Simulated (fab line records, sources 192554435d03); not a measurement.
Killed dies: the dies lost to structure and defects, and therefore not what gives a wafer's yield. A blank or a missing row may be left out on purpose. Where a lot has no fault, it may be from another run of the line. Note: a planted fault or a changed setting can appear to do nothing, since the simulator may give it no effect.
Matching of chambers + flow n5-finfet + rie-diel-04 running N5_BEOL_M1_ETCH_69: 4 sister chambers
The step etches SiARC in CF4, target depth 15.6 nm, time 26 s. 14 wafers are shown with their chamber, then 7 later ones without.

EACH WAFER AND ITS CHAMBER
| wafer  | chamber | showerhead-plenum-p-Torr (Torr) | drypump-motor-current-A (A) | throttle-valve-pct (%) |
|--------|---------|---------------------------------|-----------------------------|------------------------|
| L083.1 | 3       | 2.13                            | 6.5                         | 15.57                  |
| L083.3 | 1       | 2.14                            | 6.2                         | 15.80                  |
| L083.6 | 2       | 2.13                            | 6.5                         | 15.57                  |
| L084.1 | 0       | 2.25                            | 5.4                         | 15.40                  |
| L084.3 | 3       | 2.13                            | 6.4                         | 15.57                  |
| L084.4 | 1       | 2.14                            | 6.2                         | 15.78                  |
| L086.1 | 2       | 2.12                            | 6.5                         | 15.60                  |
| L086.2 | 3       | 2.13                            | 6.4                         | 15.57                  |
| L086.6 | 3       | 2.13                            | 6.4                         | 15.60                  |
| L087.3 | 0       | 2.25                            | 5.4                         | 15.40                  |
| L087.5 | 1       | 2.14                            | 6.2                         | 15.80                  |
| L087.6 | 2       | 2.12                            | 6.5                         | 15.59                  |
| L088.1 | 3       | 2.13                            | 6.4                         | 15.59                  |
| L088.3 | 0       | 2.25                            | 5.4                         | 15.39                  |

SIGNATURES (averages over the wafers above)
| reading                  | chamber 0 | chamber 1 | chamber 2 | chamber 3 | scatter within a chamber |
|--------------------------|-----------|-----------|-----------|-----------|--------------------------|
| showerhead-plenum-p-Torr | 2.2500    | 2.1400    | 2.1233    | 2.1300    | 0.00258                  |
| drypump-motor-current-A  | 5.400     | 6.200     | 6.500     | 6.420     | 0.0283                   |
| throttle-valve-pct       | 15.3967   | 15.7933   | 15.5867   | 15.5800   | 0.0126                   |
Rule: a wafer's distance from a chamber is the root of the sum, over the readings, of the square of ((its reading less the chamber's mean) divided by the reading's scatter). If the next closest chamber is less than 2 further off than the closest, the wafer can't be placed; otherwise it belongs to the closest. How the scatter is found: for the shown wafers, subtract from each reading the mean of its chamber, square and add these, divide the total by (wafers less chambers), then take the root.

WAFERS WITH NO CHAMBER GIVEN
| wafer  | showerhead-plenum-p-Torr (Torr) | drypump-motor-current-A (A) | throttle-valve-pct (%) |
|--------|---------------------------------|-----------------------------|------------------------|
| L088.5 | 2.12                            | 6.5                         | 15.59                  |
| L095.1 | 2.12                            | 6.5                         | 15.61                  |
| L095.2 | 2.25                            | 5.5                         | 15.42                  |
| L095.5 | 2.25                            | 5.5                         | 15.41                  |
| L097.2 | 2.13                            | 6.2                         | 15.84                  |
| L097.5 | 2.12                            | 6.5                         | 15.62                  |
| L097.6 | 2.12                            | 6.5                         | 15.64                  |

THE CHAMBER EACH PASSED THROUGH
| wafer  | from the rows above | in truth                   |
|--------|---------------------|----------------------------|
| L088.5 | 2                   | 2                          |
| L095.1 | 2                   | 2                          |
| L095.2 | 0                   | 0                          |
| L095.5 | 0                   | 0                          |
| L097.2 | 1                   | 1                          |
| L097.5 | 2                   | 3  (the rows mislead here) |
| L097.6 | 2                   | 2                          |
6 of 7 placed correctly. Left unplaced by these rows: 0. Number placed wrongly: 1.
